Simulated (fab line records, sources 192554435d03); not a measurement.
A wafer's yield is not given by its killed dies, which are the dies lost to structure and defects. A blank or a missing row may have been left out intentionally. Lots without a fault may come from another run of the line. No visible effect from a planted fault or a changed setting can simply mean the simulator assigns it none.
Matching of chambers || flow n5Finfet || N5_BEOL_M7_STRIP_67 on rieDiel-04: 4 sister chambers
The step strips in CF4. 14 wafers are shown with their chamber, then 7 later ones without.

== WAFERS, EACH WITH ITS CHAMBER ==
{"wafer": "L074.1", "chamber": 1, "showerheadPlenumPTorr (Torr)": 1.82, "oesProductAu (a.u.)": 0.68, "throttleValvePct (%)": 13.70}
{"wafer": "L074.2", "chamber": 3, "showerheadPlenumPTorr (Torr)": 1.90, "oesProductAu (a.u.)": 0.86, "throttleValvePct (%)": 13.51}
{"wafer": "L074.3", "chamber": 2, "showerheadPlenumPTorr (Torr)": 1.79, "oesProductAu (a.u.)": 0.74, "throttleValvePct (%)": 13.64}
{"wafer": "L074.4", "chamber": 0, "showerheadPlenumPTorr (Torr)": 1.69, "oesProductAu (a.u.)": 0.71, "throttleValvePct (%)": 13.77}
{"wafer": "L074.5", "chamber": 2, "showerheadPlenumPTorr (Torr)": 1.79, "oesProductAu (a.u.)": 0.73, "throttleValvePct (%)": 13.61}
{"wafer": "L074.6", "chamber": 3, "showerheadPlenumPTorr (Torr)": 1.90, "oesProductAu (a.u.)": 0.86, "throttleValvePct (%)": 13.52}
{"wafer": "L078.1", "chamber": 3, "showerheadPlenumPTorr (Torr)": 1.90, "oesProductAu (a.u.)": 0.85, "throttleValvePct (%)": 13.52}
{"wafer": "L078.3", "chamber": 2, "showerheadPlenumPTorr (Torr)": 1.78, "oesProductAu (a.u.)": 0.73, "throttleValvePct (%)": 13.63}
{"wafer": "L078.4", "chamber": 0, "showerheadPlenumPTorr (Torr)": 1.69, "oesProductAu (a.u.)": 0.70, "throttleValvePct (%)": 13.80}
{"wafer": "L085.2", "chamber": 0, "showerheadPlenumPTorr (Torr)": 1.69, "oesProductAu (a.u.)": 0.70, "throttleValvePct (%)": 13.82}
{"wafer": "L085.3", "chamber": 2, "showerheadPlenumPTorr (Torr)": 1.78, "oesProductAu (a.u.)": 0.72, "throttleValvePct (%)": 13.68}
{"wafer": "L085.5", "chamber": 0, "showerheadPlenumPTorr (Torr)": 1.69, "oesProductAu (a.u.)": 0.70, "throttleValvePct (%)": 13.82}
{"wafer": "L086.1", "chamber": 3, "showerheadPlenumPTorr (Torr)": 1.89, "oesProductAu (a.u.)": 0.83, "throttleValvePct (%)": 13.56}
{"wafer": "L086.3", "chamber": 0, "showerheadPlenumPTorr (Torr)": 1.68, "oesProductAu (a.u.)": 0.70, "throttleValvePct (%)": 13.81}

SIGNATURES (averages over the wafers above)
{"reading": "showerheadPlenumPTorr", "chamber 0": 1.6880, "chamber 1": 1.8200, "chamber 2": 1.7850, "chamber 3": 1.8975, "scatter within a chamber": 0.00505}
{"reading": "oesProductAu", "chamber 0": 0.7020, "chamber 1": 0.6800, "chamber 2": 0.7300, "chamber 3": 0.8500, "scatter within a chamber": 0.00938}
{"reading": "throttleValvePct", "chamber 0": 13.8040, "chamber 1": 13.7000, "chamber 2": 13.6400, "chamber 3": 13.5275, "scatter within a chamber": 0.0241}
Rule: a wafer's distance from a chamber is the root of the sum, over the readings, of the square of ((its reading less the chamber's mean) divided by the reading's scatter). If the next closest chamber is less than 2 further off than the closest, the wafer can't be placed; otherwise it belongs to the closest. The scatter is the square root of a quotient: the sum, over the shown wafers, of each reading's squared deviation from its chamber's mean, divided by wafers minus chambers.

== WAFERS WITH NO CHAMBER GIVEN ==
{"wafer": "L086.5", "showerheadPlenumPTorr (Torr)": 1.68, "oesProductAu (a.u.)": 0.69, "throttleValvePct (%)": 13.83}
{"wafer": "L087.1", "showerheadPlenumPTorr (Torr)": 1.78, "oesProductAu (a.u.)": 0.72, "throttleValvePct (%)": 13.69}
{"wafer": "L087.3", "showerheadPlenumPTorr (Torr)": 1.68, "oesProductAu (a.u.)": 0.70, "throttleValvePct (%)": 13.83}
{"wafer": "L087.6", "showerheadPlenumPTorr (Torr)": 1.78, "oesProductAu (a.u.)": 0.72, "throttleValvePct (%)": 13.68}
{"wafer": "L093.2", "showerheadPlenumPTorr (Torr)": 1.89, "oesProductAu (a.u.)": 0.81, "throttleValvePct (%)": 13.62}
{"wafer": "L093.3", "showerheadPlenumPTorr (Torr)": 1.78, "oesProductAu (a.u.)": 0.71, "throttleValvePct (%)": 13.72}
{"wafer": "L093.5", "showerheadPlenumPTorr (Torr)": 1.81, "oesProductAu (a.u.)": 0.91, "throttleValvePct (%)": 13.17}

== EACH ONE'S CHAMBER ==
{"wafer": "L086.5", "from the rows above": 0, "in truth": 0}
{"wafer": "L087.1", "from the rows above": 2, "in truth": 2}
{"wafer": "L087.3", "from the rows above": 0, "in truth": 0}
{"wafer": "L087.6", "from the rows above": 2, "in truth": 2}
{"wafer": "L093.2", "from the rows above": 3, "in truth": 3}
{"wafer": "L093.3", "from the rows above": 2, "in truth": 2}
{"wafer": "L093.5", "from the rows above": 3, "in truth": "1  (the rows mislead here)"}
Placed correctly: 6 of 7. Not placeable from these rows: 0. 1 placed wrongly.
